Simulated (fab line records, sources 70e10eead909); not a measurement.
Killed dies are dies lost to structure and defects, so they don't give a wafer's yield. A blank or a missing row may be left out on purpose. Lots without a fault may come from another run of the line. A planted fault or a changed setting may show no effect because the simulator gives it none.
fab line records | flow nand_harc
record lots=6 wafers=18 last_day=32
route steps=1302 shown A_CHANNEL_HOLE_D1@483 A_CHANNEL_FILL_D1@490 END@1302
lots that met no fault: from a run of the same line without faults
start_h: hours from the record's first day to the start of the lot's first wafer shown | wait_h: hours since the lot's step before | " the same as in the row above | L1.1+2: a row that stands for several wafers | - no value, or no start given | * or withheld: withheld | < > ~ a bound
route shown NAME@n: a module of which the file shows steps, and the number in the route of the first | usual: mean/standard deviation of fault-free wafers | same: alike in all rows | chamber/n: place in a boat | sites: the reading at each site | _std_site: their standard deviation | _edge_site: outer sites' mean less inner sites' | radius_mm: how far each site lies from the wafer's centre | mask NAME#n: copy n | behind: the tool/chamber that last shaped the wafer | hold: why the lot was held/for how many hours/how that ended | device: the transistor (n, p or np) that didn't switch | end of line: the same wafers' tests at the end of the route | a step without rows: its recipe alone | killed: dies lost to structure and defects at the first sort, not the wafer's yield | map: a wafer's dies, x killed, . not, _ none there
set.NAME: the setting as run; set.NAME@STEP: as run at that earlier step | model.NAME: the simulator's own value behind a step, which no gauge read
lots at some steps of the route; a table a step, a row a wafer
services: from which hour (start_h, from the record's first day; less than 0 if before it) a tool's chamber was out of use, for how many hours, and why
## steps
# step NHARC_A_CHANNEL_HOLE_D1_ETCH_44
# recipe target_depth_a=1400 overetch_a=140 time_s=77 ion_energy_ev=100 cf4_flow_sccm=80 o2_flow_sccm=20 ar_flow_sccm=0 rf_w=300 bias_w=100 chemistry=CF4/O2
# usual bias_w=100.0/0.32 drypump_motor_current_A=5.8/0.4 oes_product_au=0.999/0.011 rf_vpp_V=197.6/1.5 showerhead_plenum_p_Torr=1.32/0.062 throttle_valve_pct=13.397/0.0094
# columns lot.wafer tool chamber start_h wait_h bias_w drypump_motor_current_A oes_product_au rf_hours_counter_h rf_vpp_V showerhead_plenum_p_Torr throttle_valve_pct
L661.1 rie_diel-10 0 201.23 0.1 99.5 6.3 1.002 36 197.7 1.33 13.398
L661.4 " 1 " " 99.9 6.1 1.007 40 197.0 1.31 13.384
L661.2 " 2 " " 99.6 5.5 1.011 42 196.9 1.26 13.392
L667.1 rie_diel-10 0 263.00 0.1 100.4 6.3 1.013 2 196.6 1.33 13.397
L667.3 " 1 " " 99.8 6.1 0.986 1 198.3 1.31 13.394
L667.6 " 0 " " 99.9 6.2 1.017 - 198.2 1.33 13.403
L669.1 rie_diel-03 0 279.46 0.1 99.5 5.4 0.997 16 195.9 1.24 13.403
L669.2 " 1 " " 100.0 5.5 0.994 14 199.0 1.42 13.389
L669.5 " 2 " " 99.8 5.5 0.987 - 195.4 1.29 13.401
L668.1 rie_diel-03 0 281.02 0.1 99.8 5.4 0.996 16 195.0 1.24 13.384
L668.5 " 0 " " 99.7 5.4 0.996 - 197.2 1.24 13.394
L668.6 " 1 " " 100.1 5.5 1.011 - 200.6 1.42 13.413
L679.4 rie_diel-03 0 378.78 0.1 99.7 5.4 0.992 8 196.7 1.24 13.397
L679.2 " 1 " " 99.7 5.5 0.986 8 199.0 1.42 13.386
L679.5 " 3 " " 100.0 6.4 0.987 - 197.2 1.37 13.401
L680.2 rie_diel-03 2 399.93 0.1 99.7 5.5 0.999 10 196.4 1.29 13.394
L680.3 " 0 " " 100.1 5.4 0.999 10 195.7 1.24 13.403
L680.6 " 1 " " 100.2 5.4 0.998 - 199.6 1.42 13.392
# step NHARC_A_CHANNEL_HOLE_D1_STRIP_27
# recipe o2_flow_sccm=500 ar_flow_sccm=0 bias_w=0 chemistry=O2
# step NHARC_A_CHANNEL_HOLE_D1_PRECLEAN_28
# recipe time_s=* temp_c=50 bath_age_min=0 chemistry=SC1
# step NHARC_A_CHANNEL_HOLE_D1_SRD_29
# step NHARC_A_CHANNEL_HOLE_D1_CD_MEAS_30
# usual cd_nm=90.3/1.4
# columns lot.wafer tool chamber start_h wait_h cd_nm
L661.1 cd_sem-03 - 202.04 - 89.6
L661.2 " - " " 89.2
L661.4 " - " " 89.1
L667.1 cd_sem-03 - 263.79 - 88.1
L667.3 " - " " 90.0
L667.6 " - " " 88.3
L669.1 cd_sem-01 - 280.24 - 89.5
L669.2 " - " " 88.6
L669.5 " - " " 91.4
L668.1 cd_sem-03 - 281.81 - 89.2
L668.5 " - " " 88.5
L668.6 " - " " 90.9
L679.2 cd_sem-01 - 379.57 - 90.7
L679.4 " - " " 88.3
L679.5 " - " " 89.6
L680.2 cd_sem-03 - 400.71 - 87.8
L680.3 " - " " 90.7
L680.6 " - " " 91.6
# step NHARC_A_CHANNEL_HOLE_D1_XSEM_31
# recipe landing_energy_ev=35000
# usual bot_cd_nm=74.8/1.4 bow_nm=8.7/0.31 tilt_deg=0.08/0.031
# columns lot.wafer tool chamber start_h wait_h bot_cd_nm bow_nm tilt_deg
L661.1 xsem-02 0 202.13 0.1 73.1 8.9 0.12
L661.2 " 0 " " 72.8 8.7 0.12
L661.4 " 0 " " 73.6 8.8 0.12
L667.1 xsem-01 0 263.88 0.1 72.8 8.4 0.08
L667.3 " 0 " " 74.3 8.4 0.08
L667.6 " 0 " " 73.4 8.4 0.08
L669.1 xsem-01 0 280.32 0.1 73.4 8.8 0.12
L669.2 " 0 " " 73.0 8.8 0.12
L669.5 " 0 " " 75.7 8.8 0.12
L668.1 xsem-02 0 281.90 0.1 73.4 8.3 0.09
L668.5 " 0 " " 73.2 8.3 0.09
L668.6 " 0 " " 75.4 8.2 0.09
L679.2 xsem-02 0 379.67 0.1 76.4 9.0 0.06
L679.4 " 0 " " 73.6 9.0 0.05
L679.5 " 0 " " 74.2 9.0 0.05
L680.2 xsem-01 0 400.80 0.1 72.1 8.2 0.08
L680.3 " 0 " " 74.9 8.3 0.08
L680.6 " 0 " " 75.6 8.3 0.08
# step NHARC_A_CHANNEL_HOLE_D1_INSPECT_40
# usual raw_defect_count=74/29
# columns lot.wafer tool chamber start_h wait_h raw_defect_count
L661.1 defect_inspect-01 - 202.23 - 86
L661.2 " - " " 83
L661.4 " - " " 85
L667.1 defect_inspect-01 - 263.97 - 89
L667.3 " - " " 127
L667.6 " - " " 121
L669.1 defect_inspect-02 - 280.42 - 93
L669.2 " - " " 91
L669.5 " - " " 86
L668.1 defect_inspect-01 - 282.00 - 35
L668.5 " - " " 44
L668.6 " - " " 52
L679.2 defect_inspect-02 - 379.76 - 79
L679.4 " - " " 81
L679.5 " - " " 63
L680.2 defect_inspect-02 - 400.90 - 32
L680.3 " - " " 39
L680.6 " - " " 54
# step NHARC_A_CHANNEL_FILL_D1_PRECLEAN_00
# recipe time_s=* temp_c=50 bath_age_min=0 chemistry=SC1
# step NHARC_A_CHANNEL_FILL_D1_SRD_01
# step NHARC_A_CHANNEL_FILL_D1_ALD_02
# recipe target_thk_a=60 pulse_time_s=10 ald_cycles=60 temp_c=300 material=SiO2
# step NHARC_A_CHANNEL_FILL_D1_ALD_03
# recipe target_thk_a=60 pulse_time_s=60 ald_cycles=58 temp_c=630 pressure_torr=2 material=SiNx
# usual ald_cycles=58/0 precursor_pulse_height_rel=1.000/0.019
# columns lot.wafer tool chamber start_h wait_h ald_cycles precursor_pulse_height_rel
L661.1 ald_sin_batch-03 0 - - 58 1.005
L661.2 " 0 " " 58 0.992
L661.4 " 0 " " 58 0.954
L667.1 ald_sin_batch-03 0 - - 58 1.019
L667.3 " 0 " " 58 0.964
L667.6 " 0 " " 58 1.019
L668.1 ald_sin_batch-01 0 - - 58 0.994
L668.5 " 0 " " 58 0.996
L668.6 " 0 " " 58 0.983
L669.1 ald_sin_batch-01 0 - - 58 1.044
L669.2 " 0 " " 58 1.015
L669.5 " 0 " " 58 1.019
L679.2 ald_sin_batch-03 0 - - 58 1.033
L679.4 " 0 " " 58 1.014
L679.5 " 0 " " 58 1.001
L680.2 ald_sin_batch-01 0 - - 58 0.984
L680.3 " 0 " " 58 1.047
L680.6 " 0 " " 58 1.025
# step NHARC_A_CHANNEL_FILL_D1_ALD_14
# recipe target_thk_a=25 pulse_time_s=10 ald_cycles=25 temp_c=300 material=SiO2
# usual ald_cycles=25/0 heater_power_w=487/60 precursor_pulse_height_rel=1.001/0.02
# columns lot.wafer tool chamber start_h wait_h ald_cycles heater_power_w precursor_pulse_height_rel
L661.2 ald_hk-03 2 206.93 0.1 25 539 0.995
L661.1 " 3 " " 25 578 1.014
L661.4 " 0 " " 25 496 1.010
L667.1 ald_hk-02 0 271.55 1.2 25 417 0.998
L667.3 " 1 " " 25 530 1.043
L667.6 " 0 " " 25 425 1.025
L668.1 ald_hk-01 1 288.45 0.0 25 492 0.992
L668.6 " 1 " " 25 487 1.008
L668.5 " 2 " " 25 570 1.015
L669.2 ald_hk-03 3 288.48 0.1 25 562 0.996
L669.1 " 0 " " 25 466 1.013
L669.5 " 3 " " 25 580 1.039
L679.4 ald_hk-02 0 387.01 0.1 25 413 0.981
L679.2 " 1 " " 25 509 1.006
L679.5 " 3 " " 25 411 0.969
L680.2 ald_hk-01 0 408.12 0.0 25 495 0.978
L680.3 " 1 " " 25 444 0.982
L680.6 " 0 " " 25 488 0.959
# step NHARC_A_CHANNEL_FILL_D1_ALD_15
# recipe target_thk_a=20 pulse_time_s=60 ald_cycles=19 temp_c=630 pressure_torr=2 material=SiNx
# usual ald_cycles=19/0 precursor_pulse_height_rel=1.001/0.022
# columns lot.wafer tool chamber start_h wait_h ald_cycles precursor_pulse_height_rel
L661.1 ald_sin_batch-02 0 210.02 - 19 0.998
L661.2 " 0 " " 19 1.048
L661.4 " 0 " " 19 1.043
L667.1 ald_sin_batch-01 0 274.45 - 19 0.985
L667.3 " 0 " " 19 0.993
L667.6 " 0 " " 19 0.987
L668.1 ald_sin_batch-01 0 291.57 - 22 1.017
L668.5 " 0 " " 22 1.002
L668.6 " 0 " " 22 1.003
L669.1 ald_sin_batch-01 0 291.57 - 22 0.978
L669.2 " 0 " " 22 0.978
L669.5 " 0 " " 22 0.987
L679.2 ald_sin_batch-03 0 390.05 - 19 1.006
L679.4 " 0 " " 19 1.022
L679.5 " 0 " " 19 0.971
L680.2 ald_sin_batch-03 0 411.24 - 19 1.012
L680.3 " 0 " " 19 1.014
L680.6 " 0 " " 19 1.012
# step NHARC_A_CHANNEL_FILL_D1_ALD_16
# recipe target_thk_a=15 pulse_time_s=10 ald_cycles=15 temp_c=300 material=SiO2
# usual ald_cycles=15/0 heater_power_w=478/56 precursor_pulse_height_rel=1.000/0.019
# columns lot.wafer tool chamber start_h wait_h ald_cycles heater_power_w precursor_pulse_height_rel
L661.2 ald_hk-01 1 212.04 0.0 15 477 0.971
L661.1 " 3 " " 15 452 1.009
L661.4 " 0 " " 15 481 1.010
L667.3 ald_hk-02 0 276.50 0.0 15 428 1.016
L667.1 " 1 " " 15 520 0.969
L667.6 " 0 " " 15 424 1.000
L669.2 ald_hk-03 3 293.74 0.1 15 585 1.012
L669.1 " 0 " " 15 452 1.021
L669.5 " 1 " " 15 409 1.012
L668.1 ald_hk-02 1 293.77 0.1 15 528 1.029
L668.6 " 2 " " 15 509 0.996
L668.5 " 3 " " 15 422 0.980
L679.4 ald_hk-02 2 392.09 0.0 15 503 0.998
L679.2 " 0 " " 15 418 0.991
L679.5 " 3 " " 15 405 0.986
L680.3 ald_hk-02 2 413.27 0.0 15 516 1.019
L680.2 " 3 " " 15 413 1.002
L680.6 " 3 " " 15 409 0.992
# step NHARC_END_SORT_01
# recipe temp_c=25
# usual killed_at_array=53/20 killed_at_other=1/1.2 killed_at_periphery=3.7/2.6 killed_dies=58/20 killed_open=3.5/1.8 killed_short=2.4/1.7
# same gross_dies=677
# columns lot.wafer tool chamber start_h wait_h killed_at_array killed_at_other killed_at_periphery killed_dies killed_open killed_short
L661.1 prober-02 0 573.22 2.5 66 0 2 68 1 3
L661.2 prober-02 0 574.00 2.8 71 1 3 75 4 0
L661.4 prober-02 0 575.57 3.4 71 1 1 73 4 3
L667.1 prober-02 0 645.66 2.5 78 0 1 79 0 4
L667.3 prober-02 0 647.24 3.1 70 1 2 73 6 1
L667.6 prober-02 0 649.60 3.9 84 0 0 84 0 5
L669.1 prober-02 0 653.36 2.5 64 1 1 66 1 3
L669.2 prober-02 0 654.16 2.8 60 3 5 68 3 3
L669.5 prober-02 0 656.56 3.7 65 3 5 73 4 5
L679.2 prober-01 0 765.17 2.8 52 0 1 53 2 4
L679.4 prober-01 0 766.76 3.4 55 0 4 59 5 3
L679.5 prober-01 0 767.55 3.7 52 0 1 53 5 5
L680.2 prober-02 0 774.18 2.8 27 0 10 37 6 5
L680.3 prober-02 0 774.98 3.1 26 1 6 33 2 4
L680.6 prober-02 0 777.39 4.0 31 2 2 35 1 6
# killed by level:class
L661.1 A_CHANNEL_HOLE_D2:chamber_film_flake=24 A_CHANNEL_HOLE_D1:chamber_film_flake=20 A_SLIT:chamber_film_flake=12 A_CONTACT:chamber_film_flake=4 A_STAIRCASE:chamber_film_flake=2 P_M0:geometric_particle:short=1 A_ONON_D2:geometric_particle:short=1 A_CHANNEL_FILL_D2:geometric_particle:short=1
L661.2 A_CHANNEL_HOLE_D1:chamber_film_flake=28 A_SLIT:chamber_film_flake=20 A_CHANNEL_HOLE_D2:chamber_film_flake=18 A_CONTACT:chamber_film_flake=2 P_GATE:geometric_particle:open=1 P_CONTACT:geometric_particle:open=1 P_M0:geometric_particle:open=1 A_ONON_D1:geometric_particle:open=1
L661.4 A_CHANNEL_HOLE_D1:chamber_film_flake=26 A_CHANNEL_HOLE_D2:chamber_film_flake=21 A_SLIT:chamber_film_flake=11 A_CONTACT:chamber_film_flake=5 A_BLC:geometric_particle:open=2 A_DECK1_JOINT:chamber_film_flake=2 P_M0:geometric_particle:short=1 A_ONON_D1:geometric_particle:short=1
L667.1 A_CHANNEL_HOLE_D1:chamber_film_flake=34 A_CHANNEL_HOLE_D2:chamber_film_flake=33 A_CONTACT:chamber_film_flake=3 A_STAIRCASE:chamber_film_flake=2 A_ONON_D1:geometric_particle:short=1 A_CHANNEL_FILL_D1:geometric_particle:short=1 A_CHANNEL_HOLE_D2:geometric_particle:short=1 A_WL_FILL:geometric_particle:short=1
L667.3 A_CHANNEL_HOLE_D2:chamber_film_flake=30 A_CHANNEL_HOLE_D1:chamber_film_flake=26 A_STAIRCASE:chamber_film_flake=4 A_CONTACT:chamber_film_flake=4 A_CHANNEL_FILL_D1:geometric_particle:open=2 A_CHANNEL_FILL_D2:geometric_particle:open=2 P_M0:geometric_particle:open=1 A_CHANNEL_HOLE_D1:geometric_particle:open=1
L667.6 A_CHANNEL_HOLE_D1:chamber_film_flake=38 A_CHANNEL_HOLE_D2:chamber_film_flake=33 A_ONON_D2:geometric_particle:short=4 A_STAIRCASE:chamber_film_flake=3 A_CONTACT:chamber_film_flake=2 A_CHANNEL_HOLE_D1:geometric_particle:short=1 A_SLIT:chamber_film_flake=1 A_CHANNEL_FILL_D1:chamber_film_flake=1
L669.1 A_CHANNEL_HOLE_D1:chamber_film_flake=32 A_CHANNEL_HOLE_D2:chamber_film_flake=16 A_CONTACT:chamber_film_flake=6 A_DECK1_JOINT:chamber_film_flake=3 A_ZERO_WELL:chamber_film_flake=2 A_ONON_D2:geometric_particle:short=1 A_CHANNEL_HOLE_D2:geometric_particle:open=1 A_SGD_CUT:geometric_particle:short=1
L669.2 A_CHANNEL_HOLE_D1:chamber_film_flake=32 A_CHANNEL_HOLE_D2:chamber_film_flake=12 A_CONTACT:chamber_film_flake=6 P_M2:chamber_film_flake=3 A_WL_FILL:chamber_film_flake=3 THIN_TSV:chamber_film_flake=3 P_M0:geometric_particle:short=1 P_M1:geometric_particle:open=1
L669.5 A_CHANNEL_HOLE_D1:chamber_film_flake=30 A_CHANNEL_HOLE_D2:chamber_film_flake=19 A_CONTACT:chamber_film_flake=5 A_STAIRCASE:chamber_film_flake=3 THIN_TSV:chamber_film_flake=3 A_ONON_D1:geometric_particle:short=2 P_ZERO_WELL:chamber_film_flake=2 P_CONTACT:geometric_particle:open=1
L679.2 A_CHANNEL_HOLE_D1:chamber_film_flake=28 A_CONTACT:chamber_film_flake=6 A_SLIT:chamber_film_flake=5 A_STAIRCASE:chamber_film_flake=3 A_WL_FILL:chamber_film_flake=3 P_CONTACT:geometric_particle:open=1 A_SOURCE_PLATE:geometric_particle:short=1 A_ONON_D2:geometric_particle:short=1
L679.4 A_CHANNEL_HOLE_D1:chamber_film_flake=35 A_M1:chamber_film_flake=5 P_ZERO_WELL:chamber_film_flake=2 A_STAIRCASE:chamber_film_flake=2 A_SLIT:chamber_film_flake=2 A_CONTACT:chamber_film_flake=2 P_CONTACT:geometric_particle:open=1 A_SOURCE_PLATE:geometric_particle:short=1
L679.5 A_CHANNEL_HOLE_D1:chamber_film_flake=25 A_CONTACT:chamber_film_flake=5 A_SLIT:chamber_film_flake=4 A_STAIRCASE:chamber_film_flake=3 A_CHANNEL_HOLE_D2:geometric_particle:short=2 A_CHANNEL_FILL_D2:geometric_particle:open=2 A_CHANNEL_HOLE_D2:chamber_film_flake=2 A_M1:chamber_film_flake=2
L680.2 A_SLIT:chamber_film_flake=7 A_CONTACT:chamber_film_flake=5 P_M0:geometric_particle:open=3 P_CONTACT:chamber_film_flake=3 A_WL_FILL:geometric_particle:short=2 P_ZERO_WELL:chamber_film_flake=2 A_CHANNEL_HOLE_D1:unspecified=2 A_CHANNEL_HOLE_D1:chamber_film_flake=2
L680.3 A_CONTACT:chamber_film_flake=7 A_SLIT:chamber_film_flake=7 P_M2:chamber_film_flake=3 A_ONON_D2:geometric_particle:short=2 P_CONTACT:chamber_film_flake=2 A_CHANNEL_HOLE_D1:chamber_film_flake=1 A_ONON_D1:geometric_particle:short=1 A_CHANNEL_FILL_D1:geometric_particle:open=1
L680.6 A_CONTACT:chamber_film_flake=10 A_SLIT:chamber_film_flake=7 A_WL_FILL:geometric_particle:short=2 A_CHANNEL_HOLE_D2:chamber_film_flake=2 A_STAIRCASE:chamber_film_flake=2 THIN_TSV:chamber_film_flake=2 P_CONTACT:geometric_particle:short=1 A_ONON_D1:geometric_particle:short=1
## services
# columns tool chamber start_h hours kind
ald_hk-02 - 177.26 10.0 pm
ald_hk-02 0 177.26 10.0 vent_cycle
ald_hk-02 1 177.26 10.0 vent_cycle
ald_hk-02 2 177.26 10.0 vent_cycle
ald_hk-02 3 177.26 10.0 vent_cycle
rie_diel-10 - 186.86 0.5 repair
ald_hk-02 0 187.26 - clean
ald_hk-02 1 187.26 - clean
ald_hk-02 2 187.26 - clean
ald_hk-02 3 187.26 - clean
ald_hk-03 - 212.00 10.0 pm
rie_diel-10 - 248.53 9.0 pm
ald_sin_batch-02 - 267.77 26.0 pm
rie_diel-03 - 281.44 9.0 pm
ald_hk-01 - 297.08 10.0 pm
rie_diel-03 - 303.67 5.1 repair
rie_diel-03 3 327.46 13.9 repair
rie_diel-10 1 355.09 12.8 repair
ald_hk-02 - 355.26 10.0 pm
ald_hk-02 0 355.26 10.0 vent_cycle
ald_hk-02 1 355.26 10.0 vent_cycle
ald_hk-03 - 360.29 0.5 repair
xsem-01 - 374.00 14.0 pm
ald_hk-03 - 390.00 10.0 pm
## key
first_sign step=NHARC_A_CHANNEL_FILL_D1_ALD_15 reading=ald_cycles direction=up sigmas=99+ usual=19 struck=22
effect none on later readings
met_at NHARC_A_CHANNEL_FILL_D1_ALD_15
struck_wafers L668.1,L668.5,L668.6,L669.1,L669.2,L669.5
tester_left_out L668,L669
onset_between 274.45 291.57
fault kind=process_parameter_drift tool=ald_sin_batch-01 chamber=- onset_h=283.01 steps=NHARC_A_CHANNEL_FILL_D1_ALD_15 channel=ald_cycles offset=3 shape=step end_h=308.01 acts_in=these_recipes_only stated=19
# tester_left_out: of these lots the tester's yield and bins aren't shown, on N5 and GAA mostly nor the transistor test; their killed dies are dies lost to structure and defects alone, not to doping, threshold or leakage, so they don't give the yield
